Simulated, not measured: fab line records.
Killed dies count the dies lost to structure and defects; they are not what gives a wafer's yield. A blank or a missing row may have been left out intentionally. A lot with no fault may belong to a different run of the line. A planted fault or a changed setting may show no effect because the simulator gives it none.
Which of the tools did it? :: flow nand harc :: Sampling: 13 lots, 37 wafers, 6 of 1302 route steps

WHAT THE GAUGES SHOWED, per wafer
NHARC_A_ONON_D2_THK_MEAS_08: measures by ellipsometry. Usual: 1002 nm for thk nm, sd 8.1.
lot: L278
measured: day 13 11:52
on: film metro-01
thk nm (nm): 1006 1004 1007
flag: 

lot: L279
measured: day 13 22:37
on: film metro-01
thk nm (nm): 991 990 993
flag: 

lot: L280
measured: day 14 09:05
on: film metro-01
thk nm (nm): 1007 1005 1005
flag: 

lot: L281
measured: day 14 08:57
on: film metro-01
thk nm (nm): 993 993 991
flag: 

lot: L282
measured: day 14 22:25
on: film metro-01
thk nm (nm): 1002 1002 1005
flag: 

lot: L283
measured: day 15 05:59
on: film metro-01
thk nm (nm): 1004 1006 1005
flag: 

lot: L285
measured: day 15 17:34
on: film metro-01
thk nm (nm): 1002 1002 1003
flag: 

lot: L286
measured: day 16 07:08
on: film metro-01
thk nm (nm): 993 993 992
flag: 

lot: L287
measured: day 16 07:09
on: film metro-02
thk nm (nm): 992 993 992
flag: 

lot: L289
measured: day 17 15:59
on: film metro-02
thk nm (nm): 1019 1018 1019
flag: 

lot: L292
measured: day 18 07:10
on: film metro-01
thk nm (nm): 1007 1007
flag: 

lot: L295
measured: day 19 14:32
on: film metro-01
thk nm (nm): 1008 1007
flag: 

lot: L299
measured: day 21 13:44
on: film metro-01
thk nm (nm): 1005 1005 1006
flag: 

NHARC_A_ONON_D2_THK_MEAS_21: measures by ellipsometry. Usual: 1001 nm for thk nm, sd 9.5.
lot: L278
measured: day 13 21:16
on: film metro-01
thk nm (nm): 997 998 997
flag: 

lot: L279
measured: day 14 11:32
on: film metro-02
thk nm (nm): 998 1000 999
flag: 

lot: L280
measured: day 14 18:25
on: film metro-01
thk nm (nm): 989 988 989
flag: 

lot: L281
measured: day 14 18:25
on: film metro-02
thk nm (nm): 1010 1009 1009
flag: 

lot: L282
measured: day 15 07:52
on: film metro-02
thk nm (nm): 1002 1003 1002
flag: 

lot: L283
measured: day 15 15:40
on: film metro-02
thk nm (nm): 998 998 998
flag: 

lot: L285
measured: day 16 03:25
on: film metro-02
thk nm (nm): 1000 1002 1003
flag: 

lot: L286
measured: day 16 16:13
on: film metro-01
thk nm (nm): 1001 1001 1003
flag: 

lot: L287
measured: day 16 16:13
on: film metro-01
thk nm (nm): 1011 1011 1011
flag: 

lot: L289
measured: day 18 04:29
on: film metro-01
thk nm (nm): 1005 1002 1003
flag: 

lot: L292
measured: day 18 16:14
on: film metro-01
thk nm (nm): 1520 1000
flag: OFF

lot: L295
measured: day 19 23:38
on: film metro-01
thk nm (nm): 1533 1013
flag: OFF

lot: L299
measured: day 21 23:16
on: film metro-02
thk nm (nm): 1016 1019 1018
flag: 

NHARC_END_SORT_01. Usual: killed at array 59, standard deviation 20; killed at other 0.8, standard deviation 1; killed at periphery 3.2, standard deviation 2.1; killed dies 63, standard deviation 21; killed open 3.0, standard deviation 1.9; killed short 2.3, standard deviation 1.5.
lot: L292
measured: day 30 14:51
on: prober-01
killed at array: 675 23
killed at other: 0 0
killed at periphery: 2 2
killed dies: 677 25
killed open: 3 4
killed short: 2 0
flag: OFF

lot: L295
measured: day 32 00:10
on: prober-01
killed at array: 674 83
killed at other: 0 0
killed at periphery: 3 5
killed dies: 677 88
killed open: 1 2
killed short: 6 3
flag: OFF

WHICH TOOL RAN EACH LOT (tool, then ch and the chambers of the sampled wafers, then the start)
lot: L278
NHARC_A_CHANNEL_HOLE_D1_ETCH_22: har etch-01 ch 0,1, day 9 02:56
NHARC_A_CHANNEL_FILL_D1_ALD_03: ald sin batch-03 ch 0, day 13 11:52 or earlier
NHARC_A_ONON_D2_DEP_19: pecvd onon-04 ch 0, day 13 20:46

lot: L279
NHARC_A_CHANNEL_HOLE_D1_ETCH_22: har etch-02 ch 0, day 9 19:43
NHARC_A_CHANNEL_FILL_D1_ALD_03: ald sin batch-01 ch 0, day 13 22:37 or earlier
NHARC_A_ONON_D2_DEP_19: pecvd onon-02 ch 0, day 14 11:02

lot: L280
NHARC_A_CHANNEL_HOLE_D1_ETCH_22: har etch-01 ch 0,1, day 9 22:35
NHARC_A_CHANNEL_FILL_D1_ALD_03: ald sin batch-01 ch 0, day 14 09:05 or earlier
NHARC_A_ONON_D2_DEP_19: pecvd onon-01 ch 0, day 14 18:05

lot: L281
NHARC_A_CHANNEL_HOLE_D1_ETCH_22: har etch-01 ch 0,1, day 10 11:29
NHARC_A_CHANNEL_FILL_D1_ALD_03: ald sin batch-03 ch 0, day 14 08:57 or earlier
NHARC_A_ONON_D2_DEP_19: pecvd onon-04 ch 0, day 14 17:54

lot: L282
NHARC_A_CHANNEL_HOLE_D1_ETCH_22: har etch-02 ch 0, day 10 14:04
NHARC_A_CHANNEL_FILL_D1_ALD_03: ald sin batch-02 ch 0, day 14 22:25 or earlier
NHARC_A_ONON_D2_DEP_19: pecvd onon-02 ch 0, day 15 07:25

lot: L283
NHARC_A_CHANNEL_HOLE_D1_ETCH_22: har etch-01 ch 0,1, day 11 07:46
NHARC_A_CHANNEL_FILL_D1_ALD_03: ald sin batch-02 ch 0, day 15 05:59 or earlier
NHARC_A_ONON_D2_DEP_19: pecvd onon-04 ch 0, day 15 15:09

lot: L285
NHARC_A_CHANNEL_HOLE_D1_ETCH_22: har etch-01 ch 0,1, day 11 19:23
NHARC_A_CHANNEL_FILL_D1_ALD_03: ald sin batch-01 ch 0, day 15 17:34 or earlier
NHARC_A_ONON_D2_DEP_19: pecvd onon-01 ch 0, day 16 02:54

lot: L286
NHARC_A_CHANNEL_HOLE_D1_ETCH_22: har etch-02 ch 0,1, day 12 09:08
NHARC_A_CHANNEL_FILL_D1_ALD_03: ald sin batch-03 ch 0, day 16 07:08 or earlier
NHARC_A_ONON_D2_DEP_19: pecvd onon-01 ch 0, day 16 15:46

lot: L287
NHARC_A_CHANNEL_HOLE_D1_ETCH_22: har etch-01 ch 0,1, day 12 12:27
NHARC_A_CHANNEL_FILL_D1_ALD_03: ald sin batch-01 ch 0, day 16 07:09 or earlier
NHARC_A_ONON_D2_DEP_19: pecvd onon-04 ch 0, day 16 15:49

lot: L289
NHARC_A_CHANNEL_HOLE_D1_ETCH_22: har etch-02 ch 0, day 13 16:59
NHARC_A_CHANNEL_FILL_D1_ALD_03: ald sin batch-01 ch 0, day 17 15:59 or earlier
NHARC_A_ONON_D2_DEP_19: pecvd onon-02 ch 0, day 18 03:59

lot: L292
NHARC_A_CHANNEL_HOLE_D1_ETCH_22: har etch-01 ch 0,1, day 14 13:32
NHARC_A_CHANNEL_FILL_D1_ALD_03: ald sin batch-01 ch 0, day 18 07:10 or earlier
NHARC_A_ONON_D2_DEP_19: pecvd onon-02 ch 0, day 18 15:50

lot: L295
NHARC_A_CHANNEL_HOLE_D1_ETCH_22: har etch-02 ch 0, day 15 21:45
NHARC_A_CHANNEL_FILL_D1_ALD_03: ald sin batch-01 ch 0, day 19 14:32 or earlier
NHARC_A_ONON_D2_DEP_19: pecvd onon-02 ch 0, day 19 23:07

lot: L299
NHARC_A_CHANNEL_HOLE_D1_ETCH_22: har etch-01 ch 1, day 17 21:38
NHARC_A_CHANNEL_FILL_D1_ALD_03: ald sin batch-01 ch 0, day 21 13:44 or earlier
NHARC_A_ONON_D2_DEP_19: pecvd onon-01 ch 0, day 21 22:45
- NHARC_A_CHANNEL_HOLE_D1_ETCH_22: etches the open film in C4F8/O2/Ar, time 666.7 s, target depth 1600 nm.
- NHARC_A_CHANNEL_FILL_D1_ALD_03: deposits SiNx, target thk 6 nm, pulse time 60 s, ald cycles 58.
- NHARC_A_ONON_D2_DEP_19: target thk 1000 nm.

WHAT THE TOOLS THEMSELVES READ (means of the sampled wafers that have a number; where no wafer has one, the mark that the record gives instead)
NHARC_A_CHANNEL_HOLE_D1_ETCH_22. Usual: drypump motor current A 5.83 A, standard deviation 0.18; he backside leak sccm 6.5 sccm, standard deviation 0.84; showerhead plenum p Torr 3.59 Torr, standard deviation 0.15; throttle valve pct 32.155 %, standard deviation 0.0086.
lot: L278
tool: har etch-01
drypump motor current A (A): 5.76
he backside leak sccm (sccm): 6.1
showerhead plenum p Torr (Torr): 3.57
throttle valve pct (%): 32.154
flag: 

lot: L279
tool: har etch-02
drypump motor current A (A): 5.71
he backside leak sccm (sccm): 6.6
showerhead plenum p Torr (Torr): 3.60
throttle valve pct (%): 32.157
flag: 

lot: L280
tool: har etch-01
drypump motor current A (A): 5.79
he backside leak sccm (sccm): 7.5
showerhead plenum p Torr (Torr): 3.57
throttle valve pct (%): 32.165
flag: 

lot: L281
tool: har etch-01
drypump motor current A (A): 5.77
he backside leak sccm (sccm): 5.9
showerhead plenum p Torr (Torr): 3.57
throttle valve pct (%): 32.157
flag: 

lot: L282
tool: har etch-02
drypump motor current A (A): 5.70
he backside leak sccm (sccm): 6.5
showerhead plenum p Torr (Torr): 3.60
throttle valve pct (%): 32.153
flag: 

lot: L283
tool: har etch-01
drypump motor current A (A): 5.92
he backside leak sccm (sccm): 6.0
showerhead plenum p Torr (Torr): 3.53
throttle valve pct (%): 32.154
flag: 

lot: L285
tool: har etch-01
drypump motor current A (A): 5.91
he backside leak sccm (sccm): 5.9
showerhead plenum p Torr (Torr): 3.52
throttle valve pct (%): 32.155
flag: 

lot: L286
tool: har etch-02
drypump motor current A (A): 5.79
he backside leak sccm (sccm): 6.7
showerhead plenum p Torr (Torr): 3.52
throttle valve pct (%): 32.155
flag: 

lot: L287
tool: har etch-01
drypump motor current A (A): 5.93
he backside leak sccm (sccm): 5.9
showerhead plenum p Torr (Torr): 3.52
throttle valve pct (%): 32.155
flag: 

lot: L289
tool: har etch-02
drypump motor current A (A): 5.71
he backside leak sccm (sccm): 6.7
showerhead plenum p Torr (Torr): 3.57
throttle valve pct (%): 32.154
flag: 

lot: L292
tool: har etch-01
drypump motor current A (A): 5.84
he backside leak sccm (sccm): 6.1
showerhead plenum p Torr (Torr): 3.51
throttle valve pct (%): 32.162
flag: 

lot: L295
tool: har etch-02
drypump motor current A (A): 5.67
he backside leak sccm (sccm): 7.0
showerhead plenum p Torr (Torr): 3.55
throttle valve pct (%): 32.154
flag: 

lot: L299
tool: har etch-01
drypump motor current A (A): 5.65
he backside leak sccm (sccm): 6.6
showerhead plenum p Torr (Torr): 3.53
throttle valve pct (%): 32.162
flag: 

NHARC_A_CHANNEL_FILL_D1_ALD_03. Usual: 0.998 for precursor pulse height rel, sd 0.02.
lot: L278
tool: ald sin batch-03
precursor pulse height rel: 0.992
flag: 

lot: L279
tool: ald sin batch-01
precursor pulse height rel: 0.999
flag: 

lot: L280
tool: ald sin batch-01
precursor pulse height rel: 0.994
flag: 

lot: L281
tool: ald sin batch-03
precursor pulse height rel: 0.995
flag: 

lot: L282
tool: ald sin batch-02
precursor pulse height rel: 1.008
flag: 

lot: L283
tool: ald sin batch-02
precursor pulse height rel: 1.000
flag: 

lot: L285
tool: ald sin batch-01
precursor pulse height rel: 1.002
flag: 

lot: L286
tool: ald sin batch-03
precursor pulse height rel: 1.001
flag: 

lot: L287
tool: ald sin batch-01
precursor pulse height rel: 1.019
flag: 

lot: L289
tool: ald sin batch-01
precursor pulse height rel: 0.989
flag: 

lot: L292
tool: ald sin batch-01
precursor pulse height rel: 1.027
flag: 

lot: L295
tool: ald sin batch-01
precursor pulse height rel: 0.984
flag: 

lot: L299
tool: ald sin batch-01
precursor pulse height rel: 0.964
flag: 

NHARC_A_ONON_D2_DEP_19. Usual: nh3 flow sccm 500.3 sccm, standard deviation 1.3; sih4 flow sccm 209.9 sccm, standard deviation 0.6.
lot: L278
tool: pecvd onon-04
nh3 flow sccm (sccm): 501.2
sih4 flow sccm (sccm): 209.7
flag: 

lot: L279
tool: pecvd onon-02
nh3 flow sccm (sccm): 500.5
sih4 flow sccm (sccm): 210.0
flag: 

lot: L280
tool: pecvd onon-01
nh3 flow sccm (sccm): 500.3
sih4 flow sccm (sccm): 210.0
flag: 

lot: L281
tool: pecvd onon-04
nh3 flow sccm (sccm): 500.5
sih4 flow sccm (sccm): 210.3
flag: 

lot: L282
tool: pecvd onon-02
nh3 flow sccm (sccm): 501.1
sih4 flow sccm (sccm): 210.8
flag: 

lot: L283
tool: pecvd onon-04
nh3 flow sccm (sccm): 501.4
sih4 flow sccm (sccm): 209.8
flag: 

lot: L285
tool: pecvd onon-01
nh3 flow sccm (sccm): 499.6
sih4 flow sccm (sccm): 209.8
flag: 

lot: L286
tool: pecvd onon-01
nh3 flow sccm (sccm): 499.8
sih4 flow sccm (sccm): 209.8
flag: 

lot: L287
tool: pecvd onon-04
nh3 flow sccm (sccm): 500.2
sih4 flow sccm (sccm): 210.0
flag: 

lot: L289
tool: pecvd onon-02
nh3 flow sccm (sccm): 500.6
sih4 flow sccm (sccm): 209.7
flag: 

lot: L292
tool: pecvd onon-02
nh3 flow sccm (sccm): 499.2
sih4 flow sccm (sccm): 210.4
flag: 

lot: L295
tool: pecvd onon-02
nh3 flow sccm (sccm): 501.3
sih4 flow sccm (sccm): 209.4
flag: 

lot: L299
tool: pecvd onon-01
nh3 flow sccm (sccm): 500.7
sih4 flow sccm (sccm): 209.9
flag: 

THE ANSWER, worked out from the rows above alone
Rule: a lot is off if the mean of its wafers that have a number lies more than 3 standard deviations from the usual mean. Also off: a lot with no number at a reading for which 4 or more lots have one. The other lots that the step has rows for count as sound. The gauges are gone through in route order, then the tools' own readings, and for those a lot's mean is taken as printed above. At the first step where some lot is off, the reading lying furthest off is the one used; lots without a number count as furthest.
Off at NHARC_A_ONON_D2_THK_MEAS_21 (thk nm): L292, L295.
If a tool, at a process step before that reading, ran all the lots that are off and no sound lot after the first of them, it fits. Not tried: the gauges at NHARC_A_ONON_D2_THK_MEAS_21; whatever is off there is also off at NHARC_END_SORT_01, on other tools, and gauge error can't account for it. With no start given for some of its lots, NHARC_A_CHANNEL_FILL_D1_ALD_03 uses the hours and lot order of NHARC_A_ONON_D2_THK_MEAS_08. One candidate fits, namely pecvd onon-02 at NHARC_A_ONON_D2_DEP_19. Its last sound lot is L289 (day 18 03:59), its first lot that is off L292 (day 18 15:50): a fault that began between those two fits.

WHAT HAD BEEN PUT IN BY THE SIMULATOR
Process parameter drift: pecvd onon-02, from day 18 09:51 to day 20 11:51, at NHARC_A_ONON_D2_DEP_19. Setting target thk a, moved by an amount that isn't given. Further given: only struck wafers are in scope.
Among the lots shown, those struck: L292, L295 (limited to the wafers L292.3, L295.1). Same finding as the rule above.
